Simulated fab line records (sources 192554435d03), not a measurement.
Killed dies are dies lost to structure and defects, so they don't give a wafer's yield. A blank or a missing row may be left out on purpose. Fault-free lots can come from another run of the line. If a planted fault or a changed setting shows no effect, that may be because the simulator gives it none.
Matching of chambers | flow n5 finfet | N5_BEOL_M2_ALD_84 on ald metal-03: 4 sister chambers
The step deposits TaN, pulse time 2 s, purge time 3 s, co reactant purge time 2 s. 8 wafers are shown with their chamber, then 8 later ones without.

WAFERS PAIRED WITH THEIR CHAMBERS
wafer  | chamber | heater power w (W)
L079.6 | 3       | 417
L082.6 | 0       | 368
L083.2 | 1       | 489
L083.4 | 0       | 379
L083.5 | 1       | 487
L087.2 | 3       | 427
L087.6 | 2       | 467
L090.1 | 2       | 475

WAFERS WITHOUT THEIR CHAMBER
wafer  | heater power w (W)
L090.5 | 473
L090.6 | 487
L093.3 | 379
L093.4 | 422
L093.5 | 420
L096.1 | 386
L096.2 | 469
L096.3 | 486

EACH ONE'S CHAMBER
wafer  | from the rows above | in truth
L090.5 | 2                   | 2
L090.6 | 1                   | 1
L093.3 | 0                   | 0
L093.4 | 3                   | 3
L093.5 | 3                   | 3
L096.1 | 0                   | 0
L096.2 | 2                   | 2
L096.3 | 1                   | 1
8 of 8 placed correctly. Can't be placed from these rows: 0. Number placed wrongly: 0.
How it was worked out, from the rows above alone: a wafer's distance from a chamber is the root of the sum, over the readings, of the square of ((its reading less the chamber's mean) divided by the reading's scatter). If the next closest chamber is less than 2 further off than the closest, the wafer can't be placed; otherwise it belongs to the closest. The mean given for a chamber averages the wafers shown for that chamber. The scatter: the root of (the sum of the squares of (reading less its chamber's mean) over the shown wafers, divided by (wafers less chambers)).
